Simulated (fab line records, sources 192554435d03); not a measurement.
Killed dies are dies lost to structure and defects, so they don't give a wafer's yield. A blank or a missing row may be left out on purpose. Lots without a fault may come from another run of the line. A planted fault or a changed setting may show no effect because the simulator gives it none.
One fault seen from 2 desks | flow n5_finfet | each desk has only its own numbers; what lay behind them comes last

THE DEFECT DESK
What the inspections along the route counted, lot by lot: means of the sampled wafers that have a number. A lot is out of limits, marked OUT, if its mean lies more than 4 standard deviations from the usual mean; the brackets give that distance.
Columns: A = raw_defect_count at N5_BEOL_M11_INSPECT_13, usual 399
lot  | first seen here | A
L459 | day 10 14:37    | 264
L461 | day 10 20:20    | 393
L462 | day 10 20:46    | 514
L465 | day 12 03:29    | 346
L467 | day 12 06:49    | 363
L473 | day 13 12:13    | 400
L474 | day 13 23:20    | 366
L476 | day 14 15:04    | 446
L479 | day 15 05:38    | 393
L478 | day 15 05:56    | 437
L481 | day 15 20:53    | 340
L480 | day 16 05:31    | 314
This desk's finding: nothing out of limits on any of the 12 lots.

THE METROLOGY DESK
What the gauges read, lot by lot, whatever tool the lot ran on: means of the sampled wafers that have a number. A lot is out of limits, marked OUT, if its mean lies more than 4 standard deviations from the usual mean; the brackets give that distance.
Columns: A = trench_depth_nm at N5_BEOL_M10_OCD_MEAS_38, usual 149.0 nm; B = cd_nm at N5_BEOL_M11_CD_MEAS_28, usual 69.9 nm
lot  | first seen here | A     | B
L459 | day 10 09:40    | 150.3 | 69.8
L461 | day 10 13:18    | 147.9 | 69.5
L462 | day 10 16:16    | 148.9 | 68.8
L465 | day 11 20:12    | 150.6 | 69.3
L467 | day 12 02:38    | 150.2 | 69.2
L473 | day 13 07:20    | 149.1 | 63.6 (-7.9) OUT
L474 | day 13 17:53    | 149.0 | 64.3 (-7.0) OUT
L476 | day 14 08:09    | 149.1 | 69.2
L479 | day 14 21:39    | 149.9 | 70.9
L478 | day 14 23:52    | 149.8 | 70.1
L481 | day 15 16:35    | 149.9 | 69.7
L480 | day 15 23:11    | 150.5 | 70.7
This desk's finding: out of limits on L473, L474; first on L473, day 13 13:53 (cd_nm at N5_BEOL_M11_CD_MEAS_28). In limits: L459, L461, L462, L465, L467, L476, L479, L478, L481, L480.

PUT TOGETHER
The metrology desk could have raised an alarm at day 13 13:53, on L473, L474.
The defect desk saw nothing out of limits.
The defect desk has L473, L474 on record, within its limits.
Of the lots named, all ran N5_BEOL_M11_PEB_26 on litho_track-04.

WHAT THE SIMULATOR HAD PUT IN
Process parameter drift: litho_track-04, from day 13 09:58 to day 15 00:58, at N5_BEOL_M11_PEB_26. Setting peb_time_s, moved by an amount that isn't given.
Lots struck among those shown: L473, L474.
Hours from the fault's start to each desk's first reading out of limits: the metrology desk, 4.
